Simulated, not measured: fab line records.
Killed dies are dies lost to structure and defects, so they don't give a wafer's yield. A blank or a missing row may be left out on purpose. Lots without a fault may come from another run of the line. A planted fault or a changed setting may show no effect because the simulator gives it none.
A struck lot beside a sound one ; flow nand-harc ; 14 steps out of a route of 1302
Sound: the wafers L435.4, L435.5, L435.6. Struck: wafer L448.6 (L448.1, L448.5, from the same lot, were not struck and are left out); the cause is given at the end.
Each step with rows lists, per side, the tool, then ch with its chambers, then its first start. Under that, the readings that differ: sound wafers ; struck wafers ; difference of the means ; sigmas: that difference in standard deviations of wafers without a fault.
alike: a reading whose means differ by less than 2 such deviations, as well as words and numbers matching on both sides. not compared: withheld readings; readings where some wafer has no value; bounds like >300 that might hide an equal value; numbers whose values overlap and for which the record gives no deviation.
A row with sigmas, a row that says differs or no value, or rows on one side alone: a step with any of these is where the two part. Non-overlapping numbers with no deviation appear without sigmas and do not part them. A reading missing from all wafers of one side parts the sides only when that side holds two or more wafers.

first, 1 step without rows for these wafers: NHARC_A_WL_FILL_ANNEAL_08 (time 1800 s).
NHARC_A_WL_FILL_ALD_10: deposits SiO2, target thk 50 nm, pulse time 10 s, ald cycles 500.
  sound on ald-hk-01 ch 1,2,3, day 22 08:58; struck on ald-hk-02 ch 1, day 27 19:53
  alike: heater-power-w, precursor-pulse-height-rel
  not compared: ald-cycles
NHARC_A_WL_FILL_ETCHBACK_16: etches the open film in C4F8/O2/Ar, target depth 120 nm, time 24 s.
  sound on rie-diel-02 ch 0,1,2; struck on rie-diel-07 ch 0
reading;sound;struck;difference;sigmas
oes-product-au (a.u.);0.994 1.000 0.990;0.936;-0.059;-2
  alike: rf-vpp-V
  not compared: rf-hours-counter-h
NHARC_A_WL_FILL_STRIP_29: strips in O2, time 20 s.
  sound on rie-diel-02 ch 0,1, day 22 12:40; struck on rie-diel-07 ch 1, day 27 22:33
  alike: drypump-motor-current-A, oes-product-au, rf-vpp-V, showerhead-plenum-p-Torr, throttle-valve-pct
  not compared: rf-hours-counter-h
NHARC_A_WL_FILL_ETCHBACK_17: etches the open film in Cl2/BCl3, target depth 4 nm, time 26.7 s.
  sound on rie-metal-03 ch 1, day 22 12:53; struck on rie-metal-02 ch 0, day 27 22:39
  alike: drypump-motor-current-A, oes-product-au
  not compared: rf-hours-counter-h
then, 6 steps without rows for these wafers: NHARC_A_WL_FILL_PRECLEAN_18 (cleans in dHF, time 30 s); NHARC_A_WL_FILL_SRD_21; NHARC_A_WL_FILL_CVD_23 (deposits poly-Si, target thk 40 nm, time 800 s); NHARC_A_WL_FILL_ETCHBACK_26 (etches the open film in HBr, target depth 52 nm, time 13.3 s); NHARC_A_WL_FILL_PRECLEAN_30 (cleans in dHF, time 10 s); NHARC_A_WL_FILL_SRD_14.
NHARC_A_WL_FILL_ALD_19: deposits TiN, target thk 2 nm, pulse time 3 s, ald cycles 100.
  sound on ald-metal-02 ch 0,1, day 22 17:54; struck on ald-metal-02 ch 2, day 28 04:02
reading;sound;struck;difference;sigmas
ald-cycles;100 100 100;151;+51;
precursor-pulse-height-rel;1.011 1.011 0.981;0.954;-0.047;-2
  alike: heater-power-w
NHARC_A_WL_FILL_CVD_20: deposits W, target thk 100 nm, time 74 s.
  sound on cvd-w-01 ch 0,1; struck on cvd-w-02 ch 1
reading;sound;struck;difference;sigmas
chamber-pressure-Torr (Torr);39.93 39.85 39.96;40.11;+0.20;+2
  alike: heater-power-w, throttle-valve-pct
-- break in the record here, with 4 days between the starts of the struck wafers on either side (left off in module A_WL_FILL, picked up again in module END, where the first step shown is number 1302 on the route) --
NHARC_END_SORT_01:
  here the record holds rows for the struck wafers (prober-02 ch 0, day 31 16:46) but none for the sound ones

## WHERE THEY PART
At NHARC_A_WL_FILL_ETCHBACK_16 first; at NHARC_END_SORT_01 last (within this record only).

WHY: what the simulator had put in
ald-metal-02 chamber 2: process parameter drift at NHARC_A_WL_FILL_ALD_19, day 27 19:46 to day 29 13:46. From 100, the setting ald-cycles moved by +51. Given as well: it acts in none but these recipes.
